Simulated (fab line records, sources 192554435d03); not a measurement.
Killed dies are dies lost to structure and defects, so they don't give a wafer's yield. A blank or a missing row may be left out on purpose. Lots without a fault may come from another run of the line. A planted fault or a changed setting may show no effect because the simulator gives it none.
Which tool did it? | flow n5_finfet | 12 lots, 36 wafers sampled, at 1 step of a route of 1938

WHAT THE GAUGES READ, wafer by wafer
N5_BEOL_M5_CD_MEAS_18: pitch 56 nm, target cd 28 nm.
lot  | measured     | on        | cd_nm (nm)
L075 | day 8 01:46  | cd_sem-01 | 28.0 27.6 27.9
L076 | day 9 12:02  | cd_sem-02 | 27.4 28.1 27.8
L079 | day 10 04:50 | cd_sem-01 | 27.9 28.0 27.4
L082 | day 10 17:25 | cd_sem-03 | 28.2 28.1 27.4
L083 | day 10 23:39 | cd_sem-02 | 28.3 27.8 28.1
L086 | day 11 13:25 | cd_sem-02 | 27.3 27.4 27.7
L088 | day 11 20:23 | cd_sem-02 | 27.9 27.9 28.5
L090 | day 12 06:34 | cd_sem-01 | 27.5 27.7 28.0
L091 | day 12 23:25 | cd_sem-03 | 28.2 27.9 28.0
L093 | day 13 09:25 | cd_sem-03 | 28.2 28.0 28.5
L095 | day 14 08:17 | cd_sem-01 | 28.8 28.4 29.0
L097 | day 14 10:23 | cd_sem-03 | 27.4 27.7 28.1

WHICH TOOL RAN EACH LOT (tool, then ch and the chambers of the sampled wafers, then the start)
The record holds no process step before these readings.

THE ANSWER, worked out from the rows above alone
Rule: what is usual is taken from the lots themselves. Put in order of their means at a reading, lots are off if they are a third of the lots or fewer, leave a main group of 4 or more, and stand apart from it by a gap of 3 or more times the standard deviation of the main group's means; of several such gaps the widest counts. A main group whose means are all the same, to the digits that the tables above print for the reading, isn't used. A lot without any number at a reading at which 4 lots or more have one is off too. The other lots that the step has rows for count as sound.
No lot is off at any reading shown: from this, nothing can be told.

WHAT THE SIMULATOR HAD PUT IN
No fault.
